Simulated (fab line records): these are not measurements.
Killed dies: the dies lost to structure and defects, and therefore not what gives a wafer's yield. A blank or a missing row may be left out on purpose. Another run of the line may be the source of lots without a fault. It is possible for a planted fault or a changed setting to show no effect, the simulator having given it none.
Matching of chambers	flow n5-finfet	4 sister chambers for N5_BEOL_M12_CMP_49 on cmp-02
The step polishes, stops on SiOC, t overpolish 20.6 s, target thk 320 nm. 18 wafers are shown with their chamber, then 9 later ones without.

## WAFERS PAIRED WITH THEIR CHAMBERS
wafer	chamber	motor-current-A (A)	overpolish-run-s (s)	barrier-field-endpoint-s (s)
L079.1	2	5.0	20.609	30.3
L079.3	3	6.1	20.592	31.0
L079.6	2	4.8	20.602	31.5
L080.3	1	6.6	20.587	29.3
L080.4	3	6.1	20.601	29.6
L080.5	1	6.5	20.603	29.7
L086.1	3	6.0	20.593	31.2
L086.3	2	4.8	20.611	29.9
L086.5	3	6.2	20.612	30.5
L085.2	2	4.9	20.610	30.6
L085.5	2	5.0	20.610	30.3
L085.6	1	6.3	20.592	29.7
L087.1	1	6.5	20.586	30.5
L087.5	2	4.8	20.600	31.9
L087.6	1	6.4	20.588	30.4
L089.1	1	6.5	20.594	30.5
L089.4	0	5.6	20.585	30.8
L089.5	1	6.7	20.592	30.3

SIGNATURES (means of the wafers above)
reading	chamber 0	chamber 1	chamber 2	chamber 3	scatter within a chamber
motor-current-A	5.600	6.500	4.883	6.100	0.11
overpolish-run-s	20.58500	20.59171	20.60700	20.59950	0.00638
barrier-field-endpoint-s	30.800	30.057	30.750	30.575	0.652
Rule: distance of a wafer from a chamber = root of the sum over the readings of ((wafer's reading minus chamber's mean) / reading's scatter) squared. If the next closest chamber is less than 2 further off than the closest, the wafer can't be placed; otherwise it belongs to the closest. The scatter: the root of (the sum of the squares of (reading less its chamber's mean) over the shown wafers, divided by (wafers less chambers)).

## WAFERS WITH NO CHAMBER GIVEN
wafer	motor-current-A (A)	overpolish-run-s (s)	barrier-field-endpoint-s (s)
L093.3	6.7	20.610	30.3
L093.4	6.4	20.591	30.9
L093.6	6.3	20.600	30.1
L094.1	6.2	20.597	29.2
L094.5	6.8	20.607	30.2
L094.6	4.6	20.596	30.3
L095.2	6.3	20.603	30.1
L095.3	5.0	20.608	29.6
L095.4	5.3	20.593	30.1

## WHICH CHAMBER EACH WENT THROUGH
wafer	from the rows above	in truth
L093.3	1	1
L093.4	can't be placed: 1 or 3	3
L093.6	can't be placed: 3 or 1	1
L094.1	can't be placed: 3 or 1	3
L094.5	1	1
L094.6	2	2
L095.2	can't be placed: 3 or 1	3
L095.3	2	2
L095.4	can't be placed: 0 or 2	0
Correct placement for 4 of the 9. From these rows, 5 cannot be placed; in 5 the true chamber is one of the candidates. Wrongly placed: 0.
